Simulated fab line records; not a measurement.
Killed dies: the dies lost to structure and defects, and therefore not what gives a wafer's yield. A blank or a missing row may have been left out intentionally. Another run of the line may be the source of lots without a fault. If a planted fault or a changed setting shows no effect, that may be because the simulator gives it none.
Chamber matching :: flow nand harc :: NHARC_P_M2_DESCUM_14 on rie diel-01: 4 sister chambers
The step chemistry O2, time 3 s. 4 wafers are shown with their chamber, then 7 later ones without.

== WAFERS, EACH WITH ITS CHAMBER ==
wafer: L080.6
chamber: 3
drypump motor current A (A): 5.89

wafer: L083.6
chamber: 2
drypump motor current A (A): 5.74

wafer: L085.1
chamber: 1
drypump motor current A (A): 6.01

wafer: L085.4
chamber: 0
drypump motor current A (A): 6.41

== WAFERS WHOSE CHAMBER IS MISSING ==
wafer: L085.6
drypump motor current A (A): 5.99

wafer: L092.2
drypump motor current A (A): 5.98

wafer: L092.3
drypump motor current A (A): 5.88

wafer: L092.5
drypump motor current A (A): 5.83

wafer: L094.1
drypump motor current A (A): 6.38

wafer: L094.3
drypump motor current A (A): 5.85

wafer: L094.5
drypump motor current A (A): 5.72

== WHICH CHAMBER EACH WENT THROUGH ==
wafer: L085.6
from the rows above: 1
in truth: 1

wafer: L092.2
from the rows above: can't be placed: 1 or 3
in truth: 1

wafer: L092.3
from the rows above: 3
in truth: 3

wafer: L092.5
from the rows above: can't be placed: 3 or 2
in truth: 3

wafer: L094.1
from the rows above: 0
in truth: 0

wafer: L094.3
from the rows above: 3
in truth: 3

wafer: L094.5
from the rows above: 2
in truth: 2
Correct placement for 5 of the 7. From these rows, 2 cannot be placed; in 2 the true chamber is one of the candidates. Wrongly placed: 0.
How it was worked out, from the rows above alone: a wafer's distance from a chamber is the root of the sum, over the readings, of the square of ((its reading less the chamber's mean) divided by the reading's scatter). The wafer belongs to the nearest chamber; if the next one is less than 2 further off, it can't be placed. For every chamber, the mean is computed from those of its wafers that are shown. The scatter: with one shown wafer a chamber, the root of the mean of the squares of how far each hidden wafer lies from its nearest shown one.
